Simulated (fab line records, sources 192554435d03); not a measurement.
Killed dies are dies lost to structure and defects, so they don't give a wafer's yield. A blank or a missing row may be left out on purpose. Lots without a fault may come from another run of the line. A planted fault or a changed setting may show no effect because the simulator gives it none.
fab line records | flow n5_finfet
record lots=7 wafers=21 last_day=17
route steps=1938 shown BEOL_M2@861
lots that met no fault: from a run of the same line without faults
start_h: hours from the record's first day to the start of the lot's first wafer shown | wait_h: hours since the lot's step before | " the same as in the row above | L1.1+2: a row that stands for several wafers | - no value, or no start given | * or withheld: withheld | < > ~ a bound
route shown NAME@n: a module of which the file shows steps, and the number in the route of the first | usual: mean/standard deviation of fault-free wafers | same: alike in all rows | chamber/n: place in a boat | sites: the reading at each site | _std_site: their standard deviation | _edge_site: outer sites' mean less inner sites' | radius_mm: how far each site lies from the wafer's centre | mask NAME#n: copy n | behind: the tool/chamber that last shaped the wafer | hold: why the lot was held/for how many hours/how that ended | device: the transistor (n, p or np) that didn't switch | end of line: the same wafers' tests at the end of the route | a step without rows: its recipe alone | killed: dies lost to structure and defects at the first sort, not the wafer's yield | map: a wafer's dies, x killed, . not, _ none there
set.NAME: the setting as run; set.NAME@STEP: as run at that earlier step | model.NAME: the simulator's own value behind a step, which no gauge read
lots at some steps of the route; a table a step, a row a wafer
services: from which hour (start_h, from the record's first day; less than 0 if before it) a tool's chamber was out of use, for how many hours, and why
## steps
# step N5_BEOL_M2_STRIP_65
# recipe chemistry=N2/H2 temp_c=40 n2_flow_sccm=200 h2_flow_sccm=200 rf_frequency_hz=6e+07
# step N5_BEOL_M2_STRIP_75
# recipe chemistry=N2/H2 temp_c=40 n2_flow_sccm=200 h2_flow_sccm=200 rf_frequency_hz=6e+07
# step N5_BEOL_M2_STRIP_66
# recipe chemistry=CF4 resist=SiARC power_w=300 bias_power_w=75 pressure_mtorr=50 cf4_flow_sccm=150 rf_frequency_hz=6e+07
# usual drypump_motor_current_A=5.6/0.49 oes_product_au=0.80/0.082 rf_vpp_V=271.2/1.2 showerhead_plenum_p_Torr=1.80/0.043 throttle_valve_pct=13.48/0.23
# columns lot.wafer tool chamber start_h wait_h drypump_motor_current_A oes_product_au rf_hours_counter_h rf_vpp_V showerhead_plenum_p_Torr throttle_valve_pct
L180.2 rie_diel-04 2 135.46 0.0 5.1 0.90 28 270.7 1.83 13.22
L180.3 " 1 " " 5.4 0.72 185 271.5 1.78 13.68
L180.6 " 3 " " 5.5 0.79 - 272.1 1.80 13.53
L186.1 rie_diel-04 0 180.28 0.0 6.3 0.82 55 271.6 1.82 13.08
L186.2 " 3 " " 5.5 0.78 113 272.1 1.80 13.54
L186.3 " 1 " " 5.5 0.71 200 270.5 1.77 13.71
L187.1 rie_diel-04 0 183.88 0.0 6.2 0.81 56 270.1 1.82 13.10
L187.4 " 3 " " 5.5 0.78 113 270.7 1.80 13.54
L187.5 " 1 " " 5.5 0.71 - 269.2 1.77 13.71
L188.3 rie_diel-02 1 187.85 0.0 6.7 0.90 29 271.3 1.75 13.30
L188.5 " 1 " " 6.7 0.90 - 270.4 1.75 13.30
L188.6 " 0 " " 5.0 0.94 - 273.9 1.91 13.36
L195.1 rie_diel-06 0 238.22 0.0 5.8 0.68 228 271.0 1.77 13.69
L195.3 " 1 " " 5.3 0.86 31 271.9 1.82 13.49
L195.4 " 3 " " 5.0 0.70 249 269.7 1.77 13.87
L198.1 rie_diel-06 2 260.77 0.0 6.1 0.79 78 271.3 1.74 13.46
L198.2 " 1 " " 5.3 0.84 42 273.9 1.82 13.51
L198.5 " 0 " " 5.8 0.68 - 269.2 1.77 13.71
L201.1 rie_diel-04 3 268.44 0.0 5.5 0.75 146 269.5 1.79 13.61
L201.3 " 0 " " 6.3 0.79 90 269.4 1.81 13.19
L201.6 " 1 " " 5.5 0.68 - 268.3 1.76 13.79
# step N5_BEOL_M2_HM_OPEN_17
# recipe chemistry=Cl2/BCl3 target_depth_a=200 overetch_a=60 target=TiN mask_material=SOC ion_energy_ev=150 pressure_mtorr=10 icp_w=1000 bias_w=126 Cl2_flow_sccm=53.25 bcl3_flow_sccm=21.75 Ar_flow_sccm=25
# usual bias_w=125.9/0.37 drypump_motor_current_A=6.00/0.25 oes_product_au=0.63/0.089 throttle_valve_pct=22.26/0.21
# columns lot.wafer tool chamber start_h wait_h bias_w drypump_motor_current_A oes_product_au rf_hours_counter_h throttle_valve_pct
L180.2 rie_metal-02 1 135.50 0.0 126.5 5.82 0.64 54 22.20
L180.3 " 0 " " 126.0 6.09 0.53 - 22.64
L180.6 " 1 " " 126.0 5.81 0.63 - 22.19
L186.1 rie_metal-01 0 180.32 0.0 126.0 6.38 0.67 37 22.22
L186.2 " 1 " " 125.9 5.72 0.55 96 22.16
L186.3 " 0 " " 126.4 6.42 0.66 - 22.21
L187.1 rie_metal-01 0 183.92 0.0 126.2 6.37 0.66 38 22.21
L187.4 " 1 " " 125.7 5.70 0.55 - 22.17
L187.5 " 0 " " 126.0 6.38 0.66 - 22.22
L188.3 rie_metal-01 0 187.92 0.1 125.6 6.42 0.66 - 22.18
L188.5 " 1 " " 126.2 5.71 0.55 - 22.13
L188.6 " 0 " " 125.9 6.44 0.66 - 22.19
L195.1 rie_metal-01 1 238.26 0.0 125.9 5.72 0.54 102 22.16
L195.3 " 1 " " 126.9 5.71 0.54 - 22.16
L195.4 " 0 " " 125.7 6.41 0.65 - 22.21
L198.1 rie_metal-02 0 260.81 0.0 126.3 6.09 0.82 2 22.35
L198.2 " 1 " " 125.2 5.82 0.62 63 22.21
L198.5 " 1 " " 126.2 5.81 0.62 - 22.20
L201.1 rie_metal-01 0 268.48 0.0 126.1 6.45 0.64 47 22.25
L201.3 " 1 " " 126.3 5.72 0.54 - 22.18
L201.6 " 1 " " 125.8 5.74 0.53 - 22.18
# step N5_BEOL_M2_STRIP_19
# recipe chemistry=O2 power_w=400 temp_c=40 pressure_mtorr=30 rf_frequency_hz=6e+07 bias_power_w=0 overash_fraction=0.2 o2_flow_sccm=225
# usual drypump_motor_current_A=5.6/0.55 oes_product_au=0.82/0.09 rf_vpp_V=3.7/0.49 showerhead_plenum_p_Torr=2.10/0.064 throttle_valve_pct=16.61/0.18
# columns lot.wafer tool chamber start_h wait_h drypump_motor_current_A oes_product_au rf_hours_counter_h rf_vpp_V showerhead_plenum_p_Torr throttle_valve_pct
L180.2 rie_diel-06 3 135.61 0.1 5.0 0.73 209 3.8 2.08 16.82
L180.3 " 1 " " 5.3 0.96 3 3.1 2.15 16.59
L180.6 " 1 " " 5.3 0.96 - 3.2 2.15 16.60
L186.1 rie_diel-02 0 180.43 0.1 5.0 0.97 1 3.3 2.24 16.48
L186.2 " 3 " " 5.9 0.88 45 2.9 2.22 16.41
L186.3 " 1 " " 6.7 0.93 27 3.4 2.06 16.50
L187.1 rie_diel-04 3 184.03 0.1 5.5 0.79 113 3.4 2.11 16.68
L187.4 " 1 " " 5.5 0.71 200 3.8 2.08 16.83
L187.5 " 0 " " 6.3 0.83 - 3.5 2.13 16.19
L188.3 rie_diel-02 1 188.00 0.1 6.7 0.91 29 3.5 2.05 16.50
L188.5 " 2 " " 4.9 0.79 - 3.3 2.11 16.81
L188.6 " 3 " " 5.9 0.88 - 3.3 2.22 16.40
L195.1 rie_diel-04 1 238.40 0.1 5.5 0.70 221 2.9 2.07 16.87
L195.3 " 3 " " 5.5 0.77 133 3.7 2.10 16.71
L195.4 " 2 " " 5.1 0.87 64 4.5 2.11 16.36
L198.1 rie_diel-06 1 260.92 0.1 5.3 0.85 42 3.0 2.14 16.67
L198.2 " 2 " " 6.1 0.82 78 3.9 2.04 16.65
L198.5 " 2 " " 6.1 0.80 - 4.2 2.04 16.65
L201.1 rie_diel-06 2 268.59 0.1 6.1 0.80 81 3.6 2.04 16.64
L201.3 " 1 " " 5.3 0.85 45 4.8 2.14 16.68
L201.6 " 2 " " 6.1 0.81 - 3.0 2.04 16.64
# step N5_BEOL_M2_CD_MEAS_18
# recipe pitch_nm=36 target_cd_nm=18
# usual cd_nm=18.1/0.32
# columns lot.wafer tool chamber start_h wait_h cd_nm
L180.2 cd_sem-02 - 135.68 0.1 18.3
L180.3 " - " " 18.2
L180.6 " - " " 18.0
L186.1 cd_sem-03 - 180.50 0.0 17.8
L186.2 " - " " 18.1
L186.3 " - " " 18.0
L187.1 cd_sem-02 - 184.10 0.0 17.7
L187.4 " - " " 18.3
L187.5 " - " " 18.0
L188.3 cd_sem-01 - 188.08 0.1 18.2
L188.5 " - " " 18.1
L188.6 " - " " 18.6
L195.1 cd_sem-01 - 238.47 0.0 17.8
L195.3 " - " " 17.6
L195.4 " - " " 18.3
L198.1 cd_sem-01 - 260.99 0.0 18.5
L198.2 " - " " 18.1
L198.5 " - " " 18.2
L201.1 cd_sem-02 - 268.66 0.0 18.1
L201.3 " - " " 17.9
L201.6 " - " " 17.9
# step N5_BEOL_M2_COAT_67
# recipe resist=SOC temp_c=250 time_s=60 spin_rpm=1500 resist_thk_nm=60
# step N5_BEOL_M2_COAT_68
# recipe resist=SiARC temp_c=220 time_s=60 spin_rpm=1500 resist_thk_nm=12
# step N5_BEOL_M2_COAT_76
# recipe resist=underlayer temp_c=205 time_s=60 spin_rpm=1500 resist_thk_nm=5
# step N5_BEOL_M2_COAT_22
# recipe resist=CAR-EUV spin_rpm=1500 resist_thk_nm=30
# step N5_BEOL_M2_EBR_24
# recipe solvent=PGMEA ebr_width_mm=1.5
# step N5_BEOL_M2_SOFTBAKE_23
# recipe temp_c=110 time_s=60 resist=CAR-EUV
# step N5_BEOL_M2_EXPOSE_25
# recipe mask_id=V1 na=0.33 source_shape=quasar sigma_inner=0.2 sigma_outer=0.8 polarization=unpolarized defocus_nm=5 dose_mj=63
# usual dipole_opening_deg=30/0 exposure_dose_mJ_cm2=62.99/0.069
# columns lot.wafer tool chamber start_h wait_h mask dipole_opening_deg exposure_dose_mJ_cm2
L180.2 euv_scanner-01 0 135.99 - V1#0 30 63.04
L180.3 " 0 " " V1#0 30 63.02
L180.6 " 0 " " V1#0 30 63.02
L186.1 euv_scanner-01 - 180.80 - V1#0 - -
L186.2 " - " " V1#0 - -
L186.3 " - " " V1#0 - -
L187.1 euv_scanner-02 - 184.40 - V1#0 - -
L187.4 " - " " V1#0 - -
L187.5 " - " " V1#0 - -
L188.3 euv_scanner-01 - 188.39 - V1#0 - -
L188.5 " - " " V1#0 - -
L188.6 " - " " V1#0 - -
L195.1 euv_scanner-02 0 238.77 - V1#0 30 63.05
L195.3 " 0 " " V1#0 30 63.01
L195.4 " 0 " " V1#0 30 62.97
L198.1 euv_scanner-02 0 261.16 - V1#0 30 62.98
L198.2 " 0 " " V1#0 30 62.94
L198.5 " 0 " " V1#0 30 62.96
L201.1 euv_scanner-02 0 268.96 - V1#0 30 63.17
L201.3 " 0 " " V1#0 30 63.08
L201.6 " 0 " " V1#0 30 63.06
# step N5_BEOL_M2_PEB_26
# recipe peb_temp_c=100 peb_time_s=60 resist=CAR-EUV
## services
# columns tool chamber start_h hours kind
euv_scanner-01 - 116.78 1.0 pm
euv_scanner-02 - 117.79 1.0 pm
euv_scanner-01 - 129.64 4.6 pm
rie_metal-02 1 143.60 13.3 repair
euv_scanner-01 - 150.58 12.0 pm
rie_diel-06 - 153.59 1.2 repair
rie_diel-02 0 162.16 - clean
euv_scanner-01 - 172.93 1.0 pm
euv_scanner-02 - 173.97 1.0 pm
rie_diel-06 1 175.24 16.7 repair
rie_metal-02 1 182.26 13.6 repair
rie_diel-02 3 196.56 2.4 repair
euv_scanner-02 - 212.66 4.6 pm
rie_diel-02 - 217.41 0.9 repair
rie_diel-02 - 221.67 28.1 pm
euv_scanner-02 0 227.39 - calibration
euv_scanner-01 - 229.08 1.0 pm
euv_scanner-02 - 230.09 1.0 pm
euv_scanner-02 - 235.97 2.3 repair
rie_diel-06 3 240.20 - clean
rie_diel-06 3 240.20 - consumable_replace:focus_ring
rie_diel-06 3 240.20 19.6 scheduled_down
rie_diel-06 3 240.20 19.6 vent_cycle
euv_scanner-02 - 244.51 11.8 repair
## key
first_sign step=N5_BEOL_M2_EXPOSE_25 reading=tool_record direction=missing
effect none on later readings
met_at N5_BEOL_M2_EXPOSE_25
struck_wafers L186.1,L186.2,L186.3,L187.1,L187.4,L187.5,L188.3,L188.5,L188.6
later_rows_left_out L186.1,L186.2,L186.3,L187.1,L187.4,L187.5,L188.3,L188.5,L188.6
sort_left_out L186.1,L186.2,L186.3,L187.1,L187.4,L187.5,L188.3,L188.5,L188.6
onset_between 135.99 180.80
fault kind=skipped_step_whole tool=euv_scanner-01,euv_scanner-02 chamber=- onset_h=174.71 steps=N5_BEOL_M2_EXPOSE_25 scope=struck_lots_only
# sort_left_out: the simulated sort isn't trusted on such a fault, so these wafers' sort isn't shown, and their yield isn't known
# later_rows_left_out: the simulator's readings of these wafers behind a module that went badly wrong aren't trusted and aren't shown, but for the sort
